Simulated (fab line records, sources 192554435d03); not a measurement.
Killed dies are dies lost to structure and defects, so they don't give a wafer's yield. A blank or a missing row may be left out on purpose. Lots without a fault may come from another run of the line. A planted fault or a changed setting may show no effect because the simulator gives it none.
Split-lot experiment | flow n5_finfet | 7 lots, 21 wafers read, on a route of 1938 steps

THE SPLIT
At N5_MOL_CONTACT_COAG_COAT_58 (time 60 s, resist thk 10 nm), the setting spin_rpm was moved away from the recipe's 1500 rpm on 5 of the 21 wafers read, by -8.4% to +10.8%. The other wafers ran this setting at the recipe's value.

FROM THE SPLIT TO THE READING: what the file shows between them, 5 steps
- N5_MOL_CONTACT_COAG_EXPOSE_05: exposes mask CA, defocus 0 nm (also split here: dose_mj)
- N5_MOL_CONTACT_COAG_PEB_06: peb time 60 s
- N5_MOL_CONTACT_COAG_DEVELOP_07: develop time 30 s
- N5_MOL_CONTACT_COAG_CD_MEAS_08: target cd 28 nm
- N5_MOL_CONTACT_COAG_DESCUM_13: chemistry O2, time 7 s

THE READING
etch.depth_nm (the simulator's own value, which no gauge read), in nm, at N5_MOL_CONTACT_COAG_ETCH_59 (etches underlayer in N2/H2, target depth 13 nm, time 10.4 s). The file gives no usual value for it. The 16 wafers here that ran the recipe average 9.997 nm, standard deviation 0.032 nm.

wafer  | tool, chamber at the split | spin_rpm as run, rpm | against the recipe | etch.depth_nm, nm | against lot-mates on the recipe
L076.1 | litho_track-05, 0          | 1500                 | recipe             | 9.969             | -
L076.2 | litho_track-05, 0          | 1500                 | recipe             | 9.977             | -
L076.4 | litho_track-05, 0          | 1500                 | recipe             | 10                | -
L082.1 | litho_track-04, 0          | 1500                 | recipe             | 10.03             | -
L082.2 | litho_track-04, 0          | 1374                 | -8.4%              | 10.54             | +0.480
L082.6 | litho_track-04, 0          | 1500                 | recipe             | 10.09             | -
L089.2 | litho_track-01, 0          | 1500                 | recipe             | 9.981             | -
L089.3 | litho_track-01, 0          | 1500                 | recipe             | 9.982             | -
L089.6 | litho_track-01, 0          | 1500                 | recipe             | 9.98              | -
L093.4 | litho_track-01, 0          | 1376                 | -8.3%              | 10.46             | +0.430
L093.5 | litho_track-01, 0          | 1500                 | recipe             | 10.03             | -
L093.6 | litho_track-01, 0          | 1500                 | recipe             | 10.03             | -
L094.1 | litho_track-05, 0          | 1500                 | recipe             | 9.999             | -
L094.5 | litho_track-05, 0          | 1500                 | recipe             | 9.987             | -
L094.6 | litho_track-05, 0          | 1500                 | recipe             | 9.959             | -
L092.1 | litho_track-05, 0          | 1500                 | recipe             | 9.988             | -
L092.4 | litho_track-05, 0          | 1500                 | recipe             | 9.981             | -
L092.5 | litho_track-05, 0          | 1662                 | +10.8%             | 9.455             | -0.530
L096.1 | litho_track-05, 0          | 1595                 | +6.3%              | 9.704             | -0.271
L096.2 | litho_track-05, 0          | 1595                 | +6.3%              | 9.694             | -0.281
L096.6 | litho_track-05, 0          | 1500                 | recipe             | 9.975             | -

THE FIT
A straight line over all 21 wafers: etch.depth_nm changes by -0.0539 nm for each +1% of spin_rpm; r = -0.99; the points scatter about the line by 0.038 nm.
The same after taking each lot's own level away (the mean of its wafers on the recipe; 21 wafers): -0.0502 nm for each +1%; r = -0.99; scatter 0.022 nm.
On that fit, the largest move of spin_rpm shifts the reading by 0.54 nm.
The lots' own levels span 9.9750 to 10.0600 nm, that is 2.7 times the standard deviation above.
So the lot-to-lot level changes the slope little: the two slopes agree.
Check: with one of the wafers moved furthest among these (+10.8%) left out of the fit, the line predicts -0.537 nm for it against its lot-mates. It came out at -0.53 nm against them.

OTHER SPLITS ON THESE WAFERS
These wafers also went through other splits before the reading. Each is held against what the fit with the lots' levels taken away leaves over:
other split on the same wafers        | wafers away from the commonest value | r with etch.depth_nm (lot level and that fit taken away)
N5_SDB_STRIP_22 power_w               | 10                                   | +0.33
N5_SDB_CUT_ETCH_26 icp_w              | 9                                    | +0.02
N5_HKMG_FIN_ETCH_35 time_s            | 7                                    | +0.30
N5_MOL_CONTACT_COAG_COAT_103 spin_rpm | 7                                    | +0.31
N5_MOL_CONTACT_COAG_EXPOSE_05 dose_mj | 10                                   | -0.18

THE WHOLE CHAIN: every reading that the file lists as answering this split, in the file's order
step                        | what it does                                                | reading                                                                                        | change (the file's fit)                | r (the file's)
N5_MOL_CONTACT_COAG_COAT_58 | time 60 s, resist thk 10 nm                                 | underlayer_of_MOL_CONTACT_COAG_COAT_58.thk_nm (the simulator's own value, which no gauge read) | -0.0566 nm for each +1% of the setting | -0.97
N5_MOL_CONTACT_COAG_ETCH_59 | etches underlayer in N2/H2, target depth 13 nm, time 10.4 s | etch.depth_nm (the simulator's own value, which no gauge read)                                 | -0.0508 nm for each +1% of the setting | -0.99

THE FILE'S OWN FIT
etch.depth_nm changes by -0.0508 nm for each +1% of spin_rpm, r = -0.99.
